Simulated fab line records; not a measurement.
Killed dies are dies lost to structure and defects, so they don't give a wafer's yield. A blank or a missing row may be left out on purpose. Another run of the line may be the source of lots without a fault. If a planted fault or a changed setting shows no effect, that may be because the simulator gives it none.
Comparing a struck lot with a sound one	flow nand-harc	14 out of 1302 route steps
Sound: the wafers L653.3, L653.5, L653.6. Wafers struck: L657.4, L657.5, L657.6. At the end, the cause is stated.
Each step with rows lists, per side, the tool, then ch with its chambers, then its first start. Under that, the readings that differ: sound wafers	struck wafers	difference of the means	sigmas: that difference in standard deviations of wafers without a fault.
alike: readings with means less than 2 such deviations apart, plus words and numbers identical on both sides. not compared: withheld readings, readings lacking a value on some wafer, bounds such as >300 that could conceal the same value, and numbers that have no deviation in the record and whose values overlap.
A row with sigmas, a row that says differs or no value, or rows on one side alone: a step with any of these is where the two part. When numbers do not overlap yet have no deviation, they are printed without sigmas and do not part them. A reading that every wafer of one side lacks parts them only if that side has two wafers or more.

NHARC_A_M1_PRE_CLEAN_32: time 12 s.
  sound on pecvd-02 ch 0,1, day 27 09:32; struck on pecvd-01 ch 0,1, day 28 13:52
  alike: heater-power-w, susceptor-temp-C
NHARC_A_M1_DEP_33: deposits SiCN, target thk 30 nm.
  sound on pecvd-02 ch 0,1, day 27 09:40; struck on pecvd-01 ch 0,1, day 28 14:07
  alike: heater-power-w, susceptor-temp-C
NHARC_A_BONDPAD_DEP_00: deposits SiCN, target thk 250 nm.
  sound on pecvd-03 ch 1,2, day 27 10:14; struck on pecvd-03 ch 0,1,2, day 28 14:44
  alike: heater-power-w, susceptor-temp-C
NHARC_A_BONDPAD_CMP_29: polishes SiCN, target thk 200 nm.
  sound on cmp-02 ch 1,2,3, day 27 10:37; struck on cmp-02 ch 0,1, day 28 15:01
  alike: edge-zone-pressure-frac, motor-current-A
  not compared: pad-life-wafers
NHARC_A_BONDPAD_THK_MEAS_30: measures by ellipsometry.
  sound: film-metro-02 at day 27 10:48; struck: film-metro-01 at day 28 15:16
reading	sound	struck	difference	sigmas
thk-nm (nm)	201.6 202.6 197.9	194.4 195.6 198.7	-4.5	-3
then, 7 steps without rows for these wafers: NHARC_A_BONDPAD_SRD_31; NHARC_A_BONDPAD_DEHYDRATE_01 (time 120 s); NHARC_A_BONDPAD_HMDS_02 (time 30 s); NHARC_A_BONDPAD_COAT_33 (time 65 s); NHARC_A_BONDPAD_COAT_03 (resist thk 600 nm); NHARC_A_BONDPAD_SOFTBAKE_04 (time 70 s); NHARC_A_BONDPAD_EBR_05.
NHARC_A_BONDPAD_EXPOSE_06: exposes mask A BPAD.
  sound on krf-scanner-01 ch 0, day 27 11:13; struck on krf-scanner-02, day 28 15:41
  no value came back on the struck wafers for exposure-dose-mJ-cm2, focus-offset-nm (nm); on the sound wafers exposure-dose-mJ-cm2 reads 36.93 36.92 36.95
  alike: mask
then, 1 step without rows for these wafers: NHARC_A_BONDPAD_PEB_07 (peb time 80 s).

== WHERE THEY PART ==
First at NHARC_A_BONDPAD_THK_MEAS_30; last, within this record, at NHARC_A_BONDPAD_EXPOSE_06.

WHY: the cause the simulator had injected
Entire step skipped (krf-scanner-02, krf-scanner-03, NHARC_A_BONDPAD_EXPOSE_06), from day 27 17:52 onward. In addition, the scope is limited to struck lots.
